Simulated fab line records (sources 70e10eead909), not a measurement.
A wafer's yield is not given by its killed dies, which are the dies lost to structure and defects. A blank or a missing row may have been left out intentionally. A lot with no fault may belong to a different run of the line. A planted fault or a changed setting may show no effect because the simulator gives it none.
Which tool was responsible?	flow nand_harc	24 lots with 72 wafers sampled at 6 steps, on a route of 1159 steps

## WHAT THE GAUGES READ, wafer by wafer
NHARC_A_SLIT_CD_MEAS_09: target cd 300 nm.
lot	measured	on	cd_nm (nm)
L074	day 14 09:14	cd_sem-01	300.0 299.3 299.9
L076	day 15 02:04	cd_sem-02	299.7 300.2 299.6
L078	day 15 01:31	cd_sem-02	299.6 300.3 299.8
L077	day 15 00:06	cd_sem-01	300.0 299.7 299.7
L075	day 14 23:57	cd_sem-01	300.3 300.6 300.3
L080	day 15 05:58	cd_sem-03	299.8 300.4 300.1
L079	day 15 01:54	cd_sem-01	299.9 299.6 299.7
L081	day 16 08:43	cd_sem-03	300.5 300.1 301.1
L082	day 16 09:07	cd_sem-01	300.1 300.2 299.8
L083	day 16 20:30	cd_sem-02	300.5 300.5 300.5
L085	day 16 20:18	cd_sem-01	299.9 299.9 299.8
L084	day 16 18:55	cd_sem-01	300.9 301.4 300.6
L087	day 17 08:32	cd_sem-01	299.0 299.6 299.4
L086	day 18 01:41	cd_sem-02	298.7 299.8 300.1
L089	day 18 01:58	cd_sem-02	299.9 300.4 300.1
L088	day 18 03:39	cd_sem-02	299.6 300.6 301.1
L090	day 18 09:51	cd_sem-02	300.3 299.9 300.1
L091	day 18 15:10	cd_sem-02	300.7 299.7 299.9
L092	day 18 11:48	cd_sem-01	300.1 299.8 300.3
L093	day 18 21:19	cd_sem-01	299.1 299.1 299.4
L094	day 18 21:02	cd_sem-02	299.2 299.7 299.8
L095	day 18 21:31	cd_sem-03	301.2 301.5 301.1
L096	day 19 16:59	cd_sem-01	299.4 299.9 300.3
L097	day 20 05:00	cd_sem-02	300.3 299.7 299.8

## TOOL THAT RAN EACH LOT (tool first, then ch and the chambers of the sampled wafers, then the start)
lot	NHARC_A_STAIRCASE_TRIM_226	NHARC_A_STAIRCASE_ETCH_227	NHARC_A_STAIRCASE_ETCH_230	NHARC_A_STAIRCASE_TRIM_233	NHARC_A_STAIRCASE_CMP_472
L074	rie_diel-02 ch 0,1,2, day 13 21:29 or earlier	rie_diel-02 ch 0,1,3, day 13 21:29 or earlier	rie_diel-02 ch 0,1,3, day 13 21:29 or earlier	rie_diel-02 ch 0,1, day 13 21:29 or earlier	cmp-02 ch 0,2,3, day 13 21:29
L076	rie_diel-05 ch 0,1, day 14 12:50 or earlier	rie_diel-05 ch 0,1, day 14 12:50 or earlier	rie_diel-05 ch 1,3, day 14 12:50 or earlier	rie_diel-05 ch 1,2, day 14 12:50 or earlier	cmp-03 ch 0,1, day 14 12:50
L078	rie_diel-05 ch 0,3, day 14 15:46 or earlier	rie_diel-05 ch 1,2,3, day 14 15:46 or earlier	rie_diel-02 ch 0,1,3, day 14 15:46 or earlier	rie_diel-02 ch 0,1,2, day 14 15:46 or earlier	cmp-02 ch 0,1,3, day 14 15:46
L077	rie_diel-11 ch 0,2, day 14 13:50 or earlier	rie_diel-11 ch 0,2, day 14 13:50 or earlier	rie_diel-11 ch 0,2, day 14 13:50 or earlier	rie_diel-11 ch 0,1, day 14 13:50 or earlier	cmp-02 ch 0,1,3, day 14 13:50
L075	rie_diel-11 ch 2,3, day 14 14:05 or earlier	rie_diel-11 ch 0,1,2, day 14 14:05 or earlier	rie_diel-11 ch 1,2, day 14 14:05 or earlier	rie_diel-11 ch 0,1,3, day 14 14:05 or earlier	cmp-03 ch 0,1, day 14 14:05
L080	rie_diel-02 ch 2,3, day 14 16:55 or earlier	rie_diel-02 ch 2,3, day 14 16:55 or earlier	rie_diel-05 ch 1,2, day 14 16:55 or earlier	rie_diel-05 ch 1,2,3, day 14 16:55 or earlier	cmp-02 ch 2,3, day 14 16:55
L079	rie_diel-11 ch 0,1,3, day 14 15:36 or earlier	rie_diel-11 ch 0,3, day 14 15:36 or earlier	rie_diel-11 ch 0,2,3, day 14 15:36 or earlier	rie_diel-11 ch 2,3, day 14 15:36 or earlier	cmp-02 ch 0,2,3, day 14 15:36
L081	rie_diel-11 ch 0,1,2, day 15 19:23 or earlier	rie_diel-11 ch 1,2,3, day 15 19:23 or earlier	rie_diel-02 ch 0,1,3, day 15 19:23 or earlier	rie_diel-02 ch 0,2,3, day 15 19:23 or earlier	cmp-01 ch 0,2,3, day 15 19:23
L082	rie_diel-11 ch 2,3, day 15 19:46 or earlier	rie_diel-11 ch 2,3, day 15 19:46 or earlier	rie_diel-02 ch 0,1,3, day 15 19:46 or earlier	rie_diel-02 ch 1,3, day 15 19:46 or earlier	cmp-01 ch 2,3, day 15 19:46
L083	rie_diel-11 ch 0,1,2, day 16 08:30 or earlier	rie_diel-11 ch 0,3, day 16 08:30 or earlier	rie_diel-02 ch 0,1,3, day 16 08:30 or earlier	rie_diel-02 ch 0,3, day 16 08:30 or earlier	cmp-01 ch 1,2, day 16 08:30
L085	rie_diel-05 ch 0,2, day 16 08:47 or earlier	rie_diel-05 ch 0,3, day 16 08:47 or earlier	rie_diel-05 ch 2,3, day 16 08:47 or earlier	rie_diel-05 ch 0,2,3, day 16 08:47 or earlier	cmp-02 ch 2,3, day 16 08:47
L084	rie_diel-11 ch 0,1,3, day 16 10:20 or earlier	rie_diel-11 ch 2,3, day 16 10:20 or earlier	rie_diel-05 ch 0,3, day 16 10:20 or earlier	rie_diel-05 ch 0,2,3, day 16 10:20 or earlier	cmp-02 ch 0,3, day 16 10:20
L087	rie_diel-02 ch 0,1,2, day 16 21:34 or earlier	rie_diel-02 ch 1,2,3, day 16 21:34 or earlier	rie_diel-05 ch 0,3, day 16 21:34 or earlier	rie_diel-05 ch 0,3, day 16 21:34 or earlier	cmp-02 ch 1,2,3, day 16 21:34
L086	rie_diel-11 ch 0,1,2, day 17 14:39 or earlier	rie_diel-11 ch 0,1,2, day 17 14:39 or earlier	rie_diel-05 ch 0,1,3, day 17 14:39 or earlier	rie_diel-05 ch 0,1,3, day 17 14:39 or earlier	cmp-03 ch 0,1,2, day 17 14:39
L089	rie_diel-11 ch 0,2, day 17 17:23 or earlier	rie_diel-11 ch 0,1, day 17 17:23 or earlier	rie_diel-05 ch 0,2,3, day 17 17:23 or earlier	rie_diel-05 ch 0,2, day 17 17:23 or earlier	cmp-01 ch 1,2,3, day 17 17:23
L088	rie_diel-11 ch 0,2, day 17 15:21 or earlier	rie_diel-11 ch 0,2, day 17 15:21 or earlier	rie_diel-11 ch 0,1, day 17 15:21 or earlier	rie_diel-11 ch 0,1,2, day 17 15:21 or earlier	cmp-01 ch 2,3, day 17 15:21
L090	rie_diel-11 ch 0,2, day 17 22:03 or earlier	rie_diel-11 ch 0,2, day 17 22:03 or earlier	rie_diel-11 ch 1,2, day 17 22:03 or earlier	rie_diel-11 ch 0,2,3, day 17 22:03 or earlier	cmp-02 ch 1,2,3, day 17 22:03
L091	rie_diel-11 ch 0,2, day 18 03:50 or earlier	rie_diel-11 ch 0,1,2, day 18 03:50 or earlier	rie_diel-11 ch 2,3, day 18 03:50 or earlier	rie_diel-11 ch 0,1,2, day 18 03:50 or earlier	cmp-03 ch 0,3, day 18 03:50
L092	rie_diel-11 ch 0,2, day 17 22:13 or earlier	rie_diel-11 ch 0,1,3, day 17 22:13 or earlier	rie_diel-11 ch 0,1,2, day 17 22:13 or earlier	rie_diel-11 ch 1,2,3, day 17 22:13 or earlier	cmp-02 ch 0,1,3, day 17 22:13
L093	rie_diel-05 ch 0,1,2, day 18 09:15 or earlier	rie_diel-05 ch 0,2,3, day 18 09:15 or earlier	rie_diel-02 ch 0,3, day 18 09:15 or earlier	rie_diel-02 ch 0,1, day 18 09:15 or earlier	cmp-02 ch 0,3, day 18 09:15
L094	rie_diel-11 ch 0,2,3, day 18 10:26 or earlier	rie_diel-11 ch 0,2,3, day 18 10:26 or earlier	rie_diel-11 ch 0,1,3, day 18 10:26 or earlier	rie_diel-11 ch 1,2,3, day 18 10:26 or earlier	cmp-01 ch 0,2,3, day 18 10:26
L095	rie_diel-05 ch 0,1,2, day 18 09:08 or earlier	rie_diel-05 ch 1,2, day 18 09:08 or earlier	rie_diel-05 ch 0,2,3, day 18 09:08 or earlier	rie_diel-05 ch 0,2,3, day 18 09:08 or earlier	cmp-01 ch 2,3, day 18 09:08
L096	rie_diel-05 ch 0,2,3, day 19 04:28 or earlier	rie_diel-05 ch 0,3, day 19 04:28 or earlier	rie_diel-11 ch 0,1, day 19 04:28 or earlier	rie_diel-11 ch 0,2, day 19 04:28 or earlier	cmp-02 ch 0,2, day 19 04:28
L097	rie_diel-05 ch 0,1,2, day 19 19:34 or earlier	rie_diel-05 ch 0,1,2, day 19 19:34 or earlier	rie_diel-11 ch 0,1,3, day 19 19:34 or earlier	rie_diel-11 ch 2,3, day 19 19:34 or earlier	cmp-01 ch 1,2, day 19 19:34
- NHARC_A_STAIRCASE_TRIM_226: chemistry O2, time 211.2 s.
- NHARC_A_STAIRCASE_ETCH_227: etches the open film in C4F8/O2, target depth 100 nm, time 40.5 s.
- NHARC_A_STAIRCASE_ETCH_230: etches the open film in C4F8/O2, target depth 100 nm, time 40.5 s.
- NHARC_A_STAIRCASE_TRIM_233: chemistry O2, time 211.2 s.
- NHARC_A_STAIRCASE_CMP_472: polishes SiO2.

## AS READ BY THE TOOLS THEMSELVES (means over the sampled wafers that have a number; for cases with no such wafer, the mark the record gives instead)
NHARC_A_STAIRCASE_TRIM_226.
lot	tool	drypump_motor_current_A (A)	mfc_ar_sccm (sccm)	oes_product_au (a.u.)	rf_vpp_V (V)	showerhead_plenum_p_Torr (Torr)	throttle_valve_pct (%)
L074	rie_diel-02	5.67	0.015	1.009	56.9	3.37	17.039
L076	rie_diel-05	5.67	0.011	0.997	57.9	3.46	17.037
L078	rie_diel-05	5.61	0.010	0.990	57.0	3.48	17.040
L077	rie_diel-11	6.09	0.004	1.006	57.0	3.38	17.046
L075	rie_diel-11	5.77	0.007	1.002	58.3	3.47	17.039
L080	rie_diel-02	5.79	0.005	1.012	57.5	3.41	17.026
L079	rie_diel-11	5.73	0.003	1.000	57.9	3.46	17.029
L081	rie_diel-11	5.90	0.007	0.994	56.8	3.36	17.035
L082	rie_diel-11	5.59	0.004	0.987	58.3	3.56	17.036
L083	rie_diel-11	5.90	0.007	0.990	57.0	3.36	17.032
L085	rie_diel-05	5.58	0.000	0.992	57.7	3.44	17.032
L084	rie_diel-11	5.70	0.003	0.997	57.4	3.45	17.033
L087	rie_diel-02	5.65	0.015	1.017	57.4	3.36	17.039
L086	rie_diel-11	5.90	0.007	0.998	57.1	3.35	17.038
L089	rie_diel-11	6.02	0.007	0.997	57.5	3.36	17.044
L088	rie_diel-11	6.10	0.004	1.011	57.7	3.36	17.032
L090	rie_diel-11	6.07	0.004	1.003	56.8	3.36	17.029
L091	rie_diel-11	6.02	0.007	0.996	56.9	3.36	17.039
L092	rie_diel-11	6.07	0.004	1.002	58.0	3.36	17.040
L093	rie_diel-05	5.61	0.011	1.004	57.0	3.52	17.035
L094	rie_diel-11	5.84	0.004	1.002	57.7	3.46	17.034
L095	rie_diel-05	5.61	0.011	0.994	57.4	3.51	17.030
L096	rie_diel-05	5.56	0.010	1.008	56.9	3.52	17.029
L097	rie_diel-05	5.60	0.011	1.000	58.7	3.51	17.035

NHARC_A_STAIRCASE_ETCH_227.
lot	tool	oes_product_au (a.u.)	rf_vpp_V (V)
L074	rie_diel-02	0.958	893
L076	rie_diel-05	0.936	894
L078	rie_diel-05	0.938	900
L077	rie_diel-11	0.939	891
L075	rie_diel-11	0.949	891
L080	rie_diel-02	0.953	895
L079	rie_diel-11	0.950	893
L081	rie_diel-11	0.923	894
L082	rie_diel-11	0.917	898
L083	rie_diel-11	0.950	898
L085	rie_diel-05	0.925	894
L084	rie_diel-11	0.931	898
L087	rie_diel-02	0.945	893
L086	rie_diel-11	0.935	890
L089	rie_diel-11	0.940	889
L088	rie_diel-11	0.950	890
L090	rie_diel-11	0.939	890
L091	rie_diel-11	0.921	889
L092	rie_diel-11	0.927	893
L093	rie_diel-05	0.950	896
L094	rie_diel-11	0.949	894
L095	rie_diel-05	0.937	899
L096	rie_diel-05	0.948	897
L097	rie_diel-05	0.938	896

NHARC_A_STAIRCASE_ETCH_230.
lot	tool	oes_product_au (a.u.)	rf_vpp_V (V)
L074	rie_diel-02	0.955	893
L076	rie_diel-05	0.948	901
L078	rie_diel-02	0.929	893
L077	rie_diel-11	0.950	891
L075	rie_diel-11	0.937	890
L080	rie_diel-05	0.923	899
L079	rie_diel-11	0.928	894
L081	rie_diel-02	0.965	892
L082	rie_diel-02	0.947	893
L083	rie_diel-02	0.990	893
L085	rie_diel-05	0.938	899
L084	rie_diel-05	0.956	897
L087	rie_diel-05	0.955	894
L086	rie_diel-05	0.967	897
L089	rie_diel-05	0.942	895
L088	rie_diel-11	0.928	889
L090	rie_diel-11	0.921	889
L091	rie_diel-11	0.930	894
L092	rie_diel-11	0.938	889
L093	rie_diel-02	0.962	900
L094	rie_diel-11	0.949	893
L095	rie_diel-05	0.954	897
L096	rie_diel-11	0.973	889
L097	rie_diel-11	0.950	893

NHARC_A_STAIRCASE_TRIM_233.
lot	tool	drypump_motor_current_A (A)	mfc_ar_sccm (sccm)	oes_product_au (a.u.)	rf_vpp_V (V)	showerhead_plenum_p_Torr (Torr)	throttle_valve_pct (%)
L074	rie_diel-02	5.40	0.025	1.002	57.4	3.36	17.032
L076	rie_diel-05	5.65	0.023	1.008	57.7	3.60	17.027
L078	rie_diel-02	5.66	0.015	1.004	57.1	3.37	17.030
L077	rie_diel-11	5.81	0.007	0.998	57.1	3.35	17.034
L075	rie_diel-11	5.71	0.003	0.995	56.9	3.46	17.039
L080	rie_diel-05	5.57	0.021	0.997	57.5	3.62	17.040
L079	rie_diel-11	5.58	0.004	0.991	57.8	3.57	17.029
L081	rie_diel-02	5.54	0.015	1.005	57.3	3.39	17.041
L082	rie_diel-02	5.91	0.013	1.007	57.8	3.51	17.036
L083	rie_diel-02	5.29	0.026	1.009	57.7	3.37	17.042
L085	rie_diel-05	5.55	0.010	0.991	58.1	3.53	17.045
L084	rie_diel-05	5.56	0.010	0.997	57.5	3.53	17.023
L087	rie_diel-05	5.58	0.020	0.991	57.8	3.56	17.036
L086	rie_diel-05	5.62	0.021	1.001	57.9	3.54	17.043
L089	rie_diel-05	5.60	0.000	0.994	57.5	3.44	17.036
L088	rie_diel-11	5.91	0.007	0.998	56.7	3.35	17.038
L090	rie_diel-11	5.84	0.004	0.992	57.6	3.46	17.029
L091	rie_diel-11	5.88	0.007	0.995	56.5	3.34	17.037
L092	rie_diel-11	5.67	0.007	0.995	57.7	3.44	17.030
L093	rie_diel-02	5.72	0.019	1.006	57.7	3.58	17.032
L094	rie_diel-11	5.66	0.007	0.996	57.0	3.44	17.037
L095	rie_diel-05	5.55	0.010	1.015	58.4	3.52	17.036
L096	rie_diel-11	6.07	0.004	1.010	57.2	3.36	17.039
L097	rie_diel-11	5.76	0.007	1.002	57.7	3.45	17.040

NHARC_A_STAIRCASE_CMP_472.
lot	tool	motor_current_A (A)	retaining_ring_pressure_frac
L074	cmp-02	11.5	1.002
L076	cmp-03	10.6	1.000
L078	cmp-02	11.9	1.001
L077	cmp-02	12.0	0.999
L075	cmp-03	10.8	1.001
L080	cmp-02	11.3	1.003
L079	cmp-02	11.8	1.001
L081	cmp-01	12.3	0.997
L082	cmp-01	12.6	1.001
L083	cmp-01	13.1	0.996
L085	cmp-02	11.4	0.999
L084	cmp-02	11.4	0.999
L087	cmp-02	12.4	0.997
L086	cmp-03	11.5	1.001
L089	cmp-01	13.2	1.004
L088	cmp-01	12.7	0.994
L090	cmp-02	12.1	0.996
L091	cmp-03	12.4	1.000
L092	cmp-02	11.9	0.995
L093	cmp-02	11.6	0.995
L094	cmp-01	12.8	0.997
L095	cmp-01	13.1	0.995
L096	cmp-02	11.5	0.996
L097	cmp-01	13.2	1.001

## THE ANSWER, worked out from the rows above alone
Rule: the lots themselves supply what counts as usual. Put in order of their means at a reading, lots are off if they are a third of the lots or fewer, leave a main group of 4 or more, and stand apart from it by a gap of 3 or more times the standard deviation of the main group's means; of several such gaps the widest counts. Not used: any main group whose means are identical at the precision the tables above print for the reading. Also off: a lot with no number at a reading for which 4 or more lots have one. The other lots that the step has rows for count as sound. After the gauges, taken in route order, come the tools' own readings; for these a lot's mean is taken, as printed above. At the first step where some lot is off, the reading lying furthest off is the one used; lots without a number count as furthest.
None of the lots is off at any reading shown; this tells nothing.

## WHAT THE SIMULATOR HAD PUT IN
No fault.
